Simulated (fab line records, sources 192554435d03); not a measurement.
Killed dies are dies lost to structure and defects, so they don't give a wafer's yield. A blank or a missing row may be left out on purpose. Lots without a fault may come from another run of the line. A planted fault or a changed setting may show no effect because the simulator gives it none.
Split-lot experiment | flow n5_finfet | 7 lots, 21 wafers read, on a route of 1938 steps

THE SPLIT
At N5_BEOL_M12_ETCH_68 (etches SOC in N2/H2, time 285 s), the setting time_s was moved away from the recipe's 285 s on 8 of the 21 wafers read, by -17.3% to +18.8%. The other wafers ran this setting at the recipe's value.

The reading is taken at the split's own step.

THE READING
SiARC_of_BEOL_M12_COAT_66.thk_nm (the simulator's own value, which no gauge read), in nm, at N5_BEOL_M12_ETCH_68 (etches SOC in N2/H2, time 285 s). The file gives no usual value for it. The 13 wafers here that ran the recipe average 86.0 nm, standard deviation 0.36 nm.

wafer  | tool, chamber at the split | time_s as run, s | against the recipe | SiARC_of_BEOL_M12_COAT_66.thk_nm, nm | against lot-mates on the recipe
L076.2 | rie_diel-03, 3             | 285              | recipe             | 86.4                                 | -
L076.4 | rie_diel-03, 3             | 285              | recipe             | 86.6                                 | -
L076.6 | rie_diel-03, 0             | 235.6            | -17.3%             | 90.6                                 | +4.1
L081.2 | rie_diel-05, 0             | 285              | recipe             | 86                                   | -
L081.3 | rie_diel-05, 1             | 285              | recipe             | 85.4                                 | -
L081.5 | rie_diel-05, 1             | 285              | recipe             | 85.8                                 | -
L083.2 | rie_diel-03, 3             | 338.6            | +18.8%             | 81.8                                 | no lot-mate on the recipe
L083.5 | rie_diel-03, 1,3           | 338.6            | +18.8%             | 81.2                                 | no lot-mate on the recipe
L083.6 | rie_diel-03, 1,3           | 338.6            | +18.8%             | 81.2                                 | no lot-mate on the recipe
L084.1 | rie_diel-04, 3             | 253              | -11.2%             | 88                                   | +2.3
L084.2 | rie_diel-04, 2             | 285              | recipe             | 85.6                                 | -
L084.5 | rie_diel-04, 1             | 285              | recipe             | 85.8                                 | -
L087.1 | rie_diel-04, 0             | 285              | recipe             | 86                                   | -
L087.4 | rie_diel-04, 3             | 301.1            | +5.6%              | 84                                   | -2.0
L087.6 | rie_diel-04, 0             | 301.1            | +5.6%              | 84.2                                 | -1.8
L097.2 | rie_diel-03, 3             | 258.7            | -9.2%              | 88.6                                 | +2.1
L097.4 | rie_diel-03, 0             | 285              | recipe             | 86.6                                 | -
L097.6 | rie_diel-03, 1             | 285              | recipe             | 86.4                                 | -
L096.1 | rie_diel-04, 2             | 285              | recipe             | 86.2                                 | -
L096.5 | rie_diel-04, 3             | 285              | recipe             | 86                                   | -
L096.6 | rie_diel-04, 0             | 285              | recipe             | 85.8                                 | -
Where a row lists several chambers, the file gives one row for several wafers and doesn't say which wafer went through which chamber.

THE FIT
A straight line over all 21 wafers: SiARC_of_BEOL_M12_COAT_66.thk_nm changes by -0.248 nm for each +1% of time_s; r = -0.98; the points scatter about the line by 0.42 nm.
The same after taking each lot's own level away (the mean of its wafers on the recipe; 18 wafers): -0.244 nm for each +1%; r = -0.99; scatter 0.24 nm.
On that fit, the largest move of time_s shifts the reading by 4.6 nm.
The lots' own levels span 85.70 to 86.50 nm, that is 2.2 times the standard deviation above.
So the lot-to-lot level changes the slope little: the two slopes agree.
Check: with one of the wafers moved furthest among these (-17.3%) left out of the fit, the line predicts +4.16 nm for it against its lot-mates. It came out at +4.1 nm against them.

THE FILE'S OWN FIT
SiARC_of_BEOL_M12_COAT_66.thk_nm changes by -0.234 nm for each +1% of time_s, r = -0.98.
